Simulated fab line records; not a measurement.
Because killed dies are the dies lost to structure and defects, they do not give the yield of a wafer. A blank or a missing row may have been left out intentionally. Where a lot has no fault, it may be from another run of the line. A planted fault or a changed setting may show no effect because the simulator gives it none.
Chamber matching	flow nand-harc	4 sister chambers for NHARC_P_BONDPAD_ETCH_24 on rie-diel-04
The step etches the open film in CF4/N2, target depth 30 nm, time 72.99 s. 4 wafers are shown with their chamber, then 8 later ones without.

== WAFERS WITH THEIR CHAMBER ==
wafer	chamber	run-length-s (s)
L452.6	0	94.4
L453.1	3	95.1
L453.3	1	94.4
L455.1	2	95.2

== WAFERS WITH NO CHAMBER GIVEN ==
wafer	run-length-s (s)
L455.3	95.0
L455.6	95.3
L458.1	94.7
L458.3	94.0
L458.5	94.3
L461.2	94.2
L461.3	94.8
L461.4	93.9

== THE CHAMBER EACH PASSED THROUGH ==
wafer	from the rows above	in truth
L455.3	can't be placed: 3 or 2 or 0 or 1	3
L455.6	can't be placed: 2 or 3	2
L458.1	can't be placed: 0 or 1 or 3 or 2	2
L458.3	can't be placed: 0 or 1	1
L458.5	can't be placed: 0 or 1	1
L461.2	can't be placed: 0 or 1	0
L461.3	can't be placed: 3 or 0 or 1 or 2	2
L461.4	can't be placed: 0 or 1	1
Correct placement for 0 of the 8. From these rows, 8 cannot be placed; in 8 the true chamber is one of the candidates. Wrongly placed: 0.
How it was worked out, from the rows above alone: a wafer's distance from a chamber is the root of the sum, over the readings, of the square of ((its reading less the chamber's mean) divided by the reading's scatter). The wafer belongs to the nearest chamber; if the next one is less than 2 further off, it can't be placed. Each chamber's mean is taken over the wafers shown for it. The scatter: root of mean squared gap, hidden wafer to nearest shown wafer, with one shown wafer a chamber.
